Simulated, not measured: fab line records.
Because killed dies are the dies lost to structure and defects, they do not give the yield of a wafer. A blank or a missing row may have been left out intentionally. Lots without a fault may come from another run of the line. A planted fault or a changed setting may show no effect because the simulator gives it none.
Matching of chambers -- flow nand-harc -- rie-diel-07 running NHARC_A_ZERO_WELL_DESCUM_12: 4 sister chambers
The step chemistry O2, time 3 s. 4 wafers are shown with their chamber, then 11 later ones without.

== EACH WAFER AND ITS CHAMBER ==
wafer,chamber,showerhead-plenum-p-Torr (Torr)
L087.1,1,2.06
L087.2,3,1.82
L087.3,2,2.07
L092.1,0,1.94

== WAFERS WHOSE CHAMBER IS MISSING ==
wafer,showerhead-plenum-p-Torr (Torr)
L092.3,2.07
L092.4,2.06
L092.2,1.81
L092.5,1.94
L092.6,2.06
L096.1,1.94
L096.3,1.81
L096.5,2.06
L094.3,1.81
L094.4,1.94
L094.5,2.06

== WHICH CHAMBER EACH ONE RAN IN ==
wafer,from the rows above,in truth
L092.3,can't be placed: 2 or 1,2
L092.4,can't be placed: 1 or 2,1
L092.2,3,3
L092.5,0,0
L092.6,can't be placed: 1 or 2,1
L096.1,0,0
L096.3,3,3
L096.5,can't be placed: 1 or 2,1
L094.3,3,3
L094.4,0,0
L094.5,can't be placed: 1 or 2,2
6 of 11 placed correctly. These rows do not allow placing 5 (true chamber among the candidates in 5). Wrongly placed: 0.
How it was worked out, from the rows above alone: a wafer's distance from a chamber is the root of the sum, over the readings, of the square of ((its reading less the chamber's mean) divided by the reading's scatter). If the next closest chamber is less than 2 further off than the closest, the wafer can't be placed; otherwise it belongs to the closest. A chamber's mean is the mean of its shown wafers. The scatter (one wafer shown for each chamber): square how far every hidden wafer sits from the nearest shown wafer, average those squares and take the square root.
